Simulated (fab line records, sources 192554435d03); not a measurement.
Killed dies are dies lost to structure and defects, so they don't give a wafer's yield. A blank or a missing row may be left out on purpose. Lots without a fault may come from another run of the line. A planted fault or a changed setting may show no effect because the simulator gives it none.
A struck lot beside a sound one | flow n5_finfet | 38 steps out of a route of 1938
Sound: wafers L529.1, L529.2, L529.6. Struck: wafer L523.2. (L523.1 of the same lot was not struck and is left out.) The cause comes at the end.
At each step with rows: each side's tool, then ch and its chambers, then its first start. Under that, the readings that differ: sound wafers | struck wafers | difference of the means | sigmas: that difference in standard deviations of wafers without a fault.
alike: readings whose means differ by less than 2 such deviations, and words and numbers that are the same on both sides. not compared: withheld readings, readings that some wafer has no value for, bounds like >300 that may hide the same value, and numbers for which the record gives no deviation and whose values overlap.
The two part at a step that has a row with sigmas, a row that says differs or no value, or rows on one side only. Numbers that don't overlap but have no deviation are shown without sigmas and don't part them. A reading that every wafer of one side lacks parts them only if that side has two wafers or more.

first, 8 steps without rows for these wafers: N5_BEOL_M1_ECD_50 (material Cu, target thk 300 nm); N5_BEOL_M1_ANNEAL_51 (time 90 s); N5_BEOL_M1_CMP_52 (polishes, stops on SiOC, t overpolish 6.8 s, target thk 40 nm); N5_BEOL_M1_PRE_CLEAN_60 (time 15 s); N5_BEOL_M1_CO_CAP_55 (material Co, precursor CCTBA/H2, target thk 2 nm, time 102.1 s); N5_BEOL_M1_PRE_CLEAN_56 (time 15 s); N5_BEOL_M1_DEP_57 (deposits SiCN from 3MS/NH3, target thk 8 nm, time 14 s); N5_BEOL_M2_ILD_DEP_00 (deposits SiOC from DEMS/O2, target thk 79 nm, time 15.3 s).
N5_BEOL_M2_PECVD_72: deposits SiO2 from TEOS/O2, target thk 16 nm, time 18 s.
  sound on pecvd-04 ch 1,2, day 12 02:26; struck on pecvd-02 ch 2, day 10 10:09
  reading                                    | sound        | struck | difference | sigmas
  model.SiO2_of_BEOL_M2_PECVD_72.thk_nm (nm) | 16 15.8 16.4 | 20     | +4         |
  alike: heater_power_w, rf_fwd_power_W, showerhead_plenum_p_Torr, throttle_valve_pct
then, 25 steps without rows for these wafers: N5_BEOL_M2_HM_DEP_02 (deposits TiN, target thk 20 nm); N5_BEOL_M2_COAT_61 (time 60 s, resist thk 60 nm); N5_BEOL_M2_COAT_62 (time 60 s, resist thk 12 nm); N5_BEOL_M2_COAT_73 (time 60 s, resist thk 5 nm); N5_BEOL_M2_COAT_05 (resist thk 30 nm); N5_BEOL_M2_EBR_07; N5_BEOL_M2_SOFTBAKE_06 (time 60 s); N5_BEOL_M2_EXPOSE_08 (exposes mask M2); N5_BEOL_M2_PEB_09 (peb time 60 s); N5_BEOL_M2_DEVELOP_10 (develop time 30 s); N5_BEOL_M2_DESCUM_16 (chemistry O2, time 7 s); N5_BEOL_M2_ETCH_74 (etches underlayer in N2/H2, target depth 6.5 nm, time 5.2 s); N5_BEOL_M2_ETCH_63 (etches SiARC in CF4, target depth 15.6 nm, time 26 s); N5_BEOL_M2_ETCH_64 (etches SOC in N2/H2, target depth 75 nm, overetch 22.5 nm, time 121.9 s); N5_BEOL_M2_STRIP_65 (strips in N2/H2); N5_BEOL_M2_STRIP_75 (strips in N2/H2); N5_BEOL_M2_STRIP_66 (strips in CF4); N5_BEOL_M2_HM_OPEN_17 (chemistry Cl2/BCl3, target TiN, target depth 20 nm, overetch 6 nm); N5_BEOL_M2_STRIP_19 (strips in O2); N5_BEOL_M2_COAT_67 (time 60 s, resist thk 60 nm); N5_BEOL_M2_COAT_68 (time 60 s, resist thk 12 nm); N5_BEOL_M2_COAT_76 (time 60 s, resist thk 5 nm); N5_BEOL_M2_COAT_22 (resist thk 30 nm); N5_BEOL_M2_EBR_24; N5_BEOL_M2_SOFTBAKE_23 (time 60 s).
N5_BEOL_M2_HM_STRIP_39: strips TiN in peroxide tin strip, target depth 25 nm, time 158 s.
  sound on wet_bench-06 ch 0,3,7, day 12 11:00; struck on wet_bench-02 ch 5, day 10 18:14
  reading                                    | sound          | struck | difference | sigmas
  model.SiO2_of_BEOL_M2_PECVD_72.thk_nm (nm) | 15.8 15.6 16.2 | 19.8   | +3.9       |
N5_BEOL_M2_CMP_52: polishes, stops on SiOC, t overpolish 6.8 s, target thk 40 nm.
  sound on cmp-02 ch 0,3, day 12 15:07; struck on cmp-03 ch 2, day 10 22:08
  reading                      | sound          | struck | difference | sigmas
  barrier_field_endpoint_s (s) | 24.3 25.2 24.8 | 30.8   | +6.0       | +9
  alike: motor_current_A
N5_BEOL_M4_RC_MEAS_101:
  sound on prober-01 ch 0, day 14 08:47; struck on prober-01 ch 0, day 11 17:53
  reading       | sound          | struck | difference | sigmas
  SS_P (mV/dec) | 73.0 72.6 72.9 | 74.4   | +1.6       | +2
  alike: DIBL_N, DIBL_P, IOFF_N, IOFF_P, ION_N, ION_P, SS_N, VT_N, VT_P
-- the record jumps here: 4 days lie between the struck wafers' starts before and after (it left off in module BEOL_M4 and takes up again in module PASSIVATION, whose first step shown is number 1936 of the route) --
N5_PASSIVATION_PROBE_49:
  the record has rows for the struck wafers here (prober-01, day 16 05:23) and none for the sound ones

WHERE THEY PART
First at N5_BEOL_M2_CMP_52; last, within this record, at N5_PASSIVATION_PROBE_49.

WHY: what the simulator had put in
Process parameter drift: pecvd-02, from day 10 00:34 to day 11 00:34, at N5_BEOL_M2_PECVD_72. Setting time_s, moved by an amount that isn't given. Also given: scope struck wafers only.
